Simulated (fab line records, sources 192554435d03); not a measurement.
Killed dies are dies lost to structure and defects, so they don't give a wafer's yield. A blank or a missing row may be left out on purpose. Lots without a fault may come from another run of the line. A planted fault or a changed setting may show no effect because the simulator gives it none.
One fault seen from 3 desks | flow n5_finfet | each desk has only its own numbers; what lay behind them comes last

THE DEFECT DESK
What the inspections along the route counted, lot by lot: means of the sampled wafers that have a number. A lot is out of limits, marked OUT, if its mean lies more than 4 standard deviations from the usual mean; the brackets give that distance.
Columns: A = raw_defect_count at N5_BEOL_M0_CUTY_INSPECT_59, usual 2.0
lot  | first seen here | A
L596 | day 5 23:48     | 2.7
L602 | day 7 13:56     | 1.3
L604 | day 7 22:13     | 3.0
L610 | day 9 18:34     | 1.3
L612 | day 10 02:55    | 2.0
L616 | day 10 20:04    | 3.3
This desk's finding: nothing out of limits on any of the 6 lots.

THE METROLOGY DESK
What the gauges read, lot by lot, whatever tool the lot ran on: means of the sampled wafers that have a number. A lot is out of limits, marked OUT, if its mean lies more than 4 standard deviations from the usual mean; the brackets give that distance. Of its 12 readings 7 are shown: those that lie furthest out on some lot.
Columns: A = cd_nm at N5_BEOL_M0_CUTY_CD_MEAS_57, usual 200.4 nm; B = IOFF_N at N5_BEOL_M4_RC_MEAS_101, usual 0.16 nA/um; C = IOFF_P at N5_BEOL_M4_RC_MEAS_101, usual 0.22 nA/um; D = ION_N at N5_BEOL_M4_RC_MEAS_101, usual 677 uA/um; E = ION_P at N5_BEOL_M4_RC_MEAS_101, usual 466 uA/um; F = VT_N at N5_BEOL_M4_RC_MEAS_101, usual 249 mV; G = VT_P at N5_BEOL_M4_RC_MEAS_101, usual -248.9 mV
lot  | first seen here | A     | B    | C    | D   | E   | F   | G
L596 | day 5 23:45     | 200.3 | 0.17 | 0.22 | 667 | 456 | 248 | -249.7
L602 | day 7 13:52     | 200.5 | 0.21 | 0.30 | 693 | 482 | 243 | -241.1
L604 | day 7 22:10     | 201.5 | 0.16 | 0.22 | 671 | 467 | 249 | -246.5
L610 | day 9 18:31     | 199.7 | 0.17 | 0.22 | 683 | 466 | 248 | -248.4
L612 | day 10 02:51    | 201.0 | 0.16 | 0.22 | 678 | 468 | 250 | -248.2
L616 | day 10 20:01    | 200.4 | 0.13 | 0.18 | 669 | 464 | 253 | -251.1
This desk's finding: nothing out of limits on any of the 6 lots.

THE TOOL OWNER'S DESK: rie_diel-02
The tool's own readings at N5_BEOL_M0_CUTY_DESCUM_61 (chemistry O2, time 7.9 s): means of the sampled wafers that have a number, for each lot that ran on this tool. A lot is out of limits, marked OUT, if its mean lies more than 4 standard deviations from the usual mean; the brackets give that distance.
Columns: A = drypump_motor_current_A at N5_BEOL_M0_CUTY_DESCUM_61, usual 5.9 A; B = oes_product_au at N5_BEOL_M0_CUTY_DESCUM_61, usual 0.80 a.u.; C = rf_fwd_power_W at N5_BEOL_M0_CUTY_DESCUM_61, usual 49.40 W; D = rf_vpp_V at N5_BEOL_M0_CUTY_DESCUM_61, usual 243.7 V; E = showerhead_plenum_p_Torr at N5_BEOL_M0_CUTY_DESCUM_61, usual 2.13 Torr; F = throttle_valve_pct at N5_BEOL_M0_CUTY_DESCUM_61, usual 20.31 %
lot  | first seen here | A   | B    | C     | D     | E    | F
L602 | day 7 14:16     | 6.1 | 0.82 | 49.48 | 244.8 | 2.16 | 20.11
L604 | day 7 22:16     | 6.2 | 0.85 | 49.57 | 245.5 | 2.20 | 20.19
L610 | day 9 18:38     | 6.0 | 0.87 | 49.74 | 244.0 | 2.18 | 20.30
L612 | day 10 02:56    | 6.0 | 0.74 | 49.33 | 243.2 | 2.12 | 20.23
This desk's finding: nothing out of limits on any of the 4 lots.

PUT TOGETHER
The defect desk saw nothing out of limits.
The metrology desk saw nothing out of limits.
The tool owner's desk saw nothing out of limits.

WHAT THE SIMULATOR HAD PUT IN
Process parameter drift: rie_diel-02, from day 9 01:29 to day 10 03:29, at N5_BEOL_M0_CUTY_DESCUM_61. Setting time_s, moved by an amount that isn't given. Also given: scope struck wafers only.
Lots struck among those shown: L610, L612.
